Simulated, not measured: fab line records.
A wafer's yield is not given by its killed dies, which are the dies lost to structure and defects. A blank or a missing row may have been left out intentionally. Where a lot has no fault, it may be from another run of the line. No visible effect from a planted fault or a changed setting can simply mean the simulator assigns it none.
Tool commonality check / flow nand-harc / 2 lots, 6 wafers sampled

== REASON IT WAS OPENED ==
Flagged at NHARC_END_SORT_01: reading killed-dies, on 2 of 2 lots. Wafers without a fault read 58, standard deviation 16.
Rule: a lot is flagged when every wafer of it that has a number lies more than 4 standard deviations from that mean, or none has a number. The other lots count as sound.

lot=L553; measured=day 27 07:11; on=prober-01; killed-dies, wafer by wafer=677 677 677; flag=FLAGGED
lot=L554; measured=day 28 06:05; on=prober-01; killed-dies, wafer by wafer=677 677 677; flag=FLAGGED
The mean of the flagged lots' numbers is 677, +619 from the usual (+39 standard deviations).

== LOT BY LOT: THE TOOL USED ==
The record holds 4 process steps before the reading, out of a route of 1302 steps. Read each cell as the tool, then ch plus the chambers that the sampled wafers visited, then the start.
lot=L553; flag=FLAGGED; NHARC_A_STAIRCASE_TRIM_26=rie-diel-13 ch 0,1, day 18 13:22 or earlier; NHARC_A_STAIRCASE_ETCH_192=rie-diel-13 ch 0,3, day 18 13:22; NHARC_A_STAIRCASE_ETCH_194=rie-diel-13 ch 0,1, day 27 07:11 or earlier; NHARC_A_STAIRCASE_TRIM_198=rie-diel-09 ch 1,3, day 27 07:11 or earlier
lot=L554; flag=FLAGGED; NHARC_A_STAIRCASE_TRIM_26=rie-diel-13 ch 1,2,3, day 18 23:12 or earlier; NHARC_A_STAIRCASE_ETCH_192=rie-diel-04 ch 0,1, day 18 23:12; NHARC_A_STAIRCASE_ETCH_194=rie-diel-04 ch 1,3, day 28 06:05 or earlier; NHARC_A_STAIRCASE_TRIM_198=rie-diel-04 ch 1,2, day 28 06:05 or earlier
What is done by these steps:
- NHARC_A_STAIRCASE_TRIM_26: chemistry O2, time 211.2 s.
- NHARC_A_STAIRCASE_ETCH_192: etches the open film in C4F8/O2, target depth 100 nm, time 40.5 s.
- NHARC_A_STAIRCASE_ETCH_194: etches the open film in C4F8/O2, target depth 100 nm, time 40.5 s.
- NHARC_A_STAIRCASE_TRIM_198: chemistry O2, time 211.2 s.
- NHARC_END_SORT_01

== FLAGGED AGAINST TOTAL, ONE TOOL AT A TIME (gauges that did the reading follow at the end) ==
step=NHARC_A_STAIRCASE_TRIM_26; tool=rie-diel-13; lots run=2; flagged=2; share of the flagged lots=all; sound lots run after its first flagged lot=0
step=NHARC_A_STAIRCASE_ETCH_192; tool=rie-diel-04; lots run=1; flagged=1; share of the flagged lots=some; sound lots run after its first flagged lot=0
step=NHARC_A_STAIRCASE_ETCH_192; tool=rie-diel-13; lots run=1; flagged=1; share of the flagged lots=some; sound lots run after its first flagged lot=0
step=NHARC_A_STAIRCASE_ETCH_194; tool=rie-diel-04; lots run=1; flagged=1; share of the flagged lots=some; sound lots run after its first flagged lot=0
step=NHARC_A_STAIRCASE_ETCH_194; tool=rie-diel-13; lots run=1; flagged=1; share of the flagged lots=some; sound lots run after its first flagged lot=0
step=NHARC_A_STAIRCASE_TRIM_198; tool=rie-diel-04; lots run=1; flagged=1; share of the flagged lots=some; sound lots run after its first flagged lot=0
step=NHARC_A_STAIRCASE_TRIM_198; tool=rie-diel-09; lots run=1; flagged=1; share of the flagged lots=some; sound lots run after its first flagged lot=0
step=NHARC_END_SORT_01; tool=prober-01; lots run=2; flagged=2; share of the flagged lots=all; sound lots run after its first flagged lot=0
Because NHARC_A_STAIRCASE_TRIM_26 lacks a start for some lots, the hours and order of its lots are taken from NHARC_A_STAIRCASE_ETCH_192. Because NHARC_A_STAIRCASE_ETCH_194 lacks a start for some lots, the hours and order of its lots are taken from NHARC_END_SORT_01. Because NHARC_A_STAIRCASE_TRIM_198 lacks a start for some lots, the hours and order of its lots are taken from NHARC_END_SORT_01.

== WHAT THE TABLE PERMITS ==
Table rows that saw every flagged lot: 2, namely rie-diel-13 at NHARC_A_STAIRCASE_TRIM_26 and prober-01 at NHARC_END_SORT_01.
- rie-diel-13 at NHARC_A_STAIRCASE_TRIM_26: 2 of its 2 lots flagged. In this sample it ran no sound lot ahead of its first flagged lot, so there is no way to narrow down the start.
- prober-01 at NHARC_END_SORT_01: 2 of its 2 lots flagged. In this sample it ran no sound lot ahead of its first flagged lot, so there is no way to narrow down the start.
Because each of these 2 tools fits a fault that began at some hour, counting lots does not separate them. More lots, or a look at what each step does to the wafer, might.

== WHAT WAS PUT IN BY THE SIMULATOR ==
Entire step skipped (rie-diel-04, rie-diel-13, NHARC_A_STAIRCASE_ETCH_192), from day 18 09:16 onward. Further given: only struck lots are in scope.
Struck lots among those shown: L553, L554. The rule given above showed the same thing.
